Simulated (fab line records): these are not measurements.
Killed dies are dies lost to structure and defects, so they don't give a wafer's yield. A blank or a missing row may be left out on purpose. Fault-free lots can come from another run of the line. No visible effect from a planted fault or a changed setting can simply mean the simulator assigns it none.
Chamber matching :: flow n5_finfet :: rie_diel-01 running N5_BEOL_M6_ETCH_66: 4 sister chambers
The step etches SOC in N2/H2, target depth 80 nm, overetch 16 nm, time 120 s. 4 wafers are shown with their chamber, then 12 later ones without.

== WAFERS WITH THEIR CHAMBER ==
wafer: L083.3
chamber: 3
drypump_motor_current_A (A): 6.1

wafer: L083.6
chamber: 0
drypump_motor_current_A (A): 4.9

wafer: L086.2
chamber: 1
drypump_motor_current_A (A): 6.3

wafer: L086.6
chamber: 2
drypump_motor_current_A (A): 5.8

== WAFERS WITHOUT THEIR CHAMBER ==
wafer: L087.3
drypump_motor_current_A (A): 5.7

wafer: L087.4
drypump_motor_current_A (A): 6.3

wafer: L087.5
drypump_motor_current_A (A): 6.1

wafer: L090.1
drypump_motor_current_A (A): 6.1

wafer: L090.2
drypump_motor_current_A (A): 5.8

wafer: L090.6
drypump_motor_current_A (A): 5.8

wafer: L097.2
drypump_motor_current_A (A): 4.8

wafer: L097.3
drypump_motor_current_A (A): 6.3

wafer: L097.6
drypump_motor_current_A (A): 4.8

wafer: L096.1
drypump_motor_current_A (A): 4.8

wafer: L096.3
drypump_motor_current_A (A): 5.8

wafer: L096.5
drypump_motor_current_A (A): 5.8

== WHICH CHAMBER EACH WENT THROUGH ==
wafer: L087.3
from the rows above: 2
in truth: 2

wafer: L087.4
from the rows above: 1
in truth: 1

wafer: L087.5
from the rows above: 3
in truth: 3

wafer: L090.1
from the rows above: 3
in truth: 3

wafer: L090.2
from the rows above: 2
in truth: 2

wafer: L090.6
from the rows above: 2
in truth: 2

wafer: L097.2
from the rows above: 0
in truth: 0

wafer: L097.3
from the rows above: 1
in truth: 1

wafer: L097.6
from the rows above: 0
in truth: 0

wafer: L096.1
from the rows above: 0
in truth: 0

wafer: L096.3
from the rows above: 2
in truth: 2

wafer: L096.5
from the rows above: 2
in truth: 2
12 of 12 placed correctly. Left unplaced by these rows: 0. Wrongly placed: 0.
How it was worked out, from the rows above alone: a wafer's distance from a chamber is the root of the sum, over the readings, of the square of ((its reading less the chamber's mean) divided by the reading's scatter). If the next closest chamber is less than 2 further off than the closest, the wafer can't be placed; otherwise it belongs to the closest. The mean given for a chamber averages the wafers shown for that chamber. The scatter: with one shown wafer a chamber, the root of the mean of the squares of how far each hidden wafer lies from its nearest shown one.
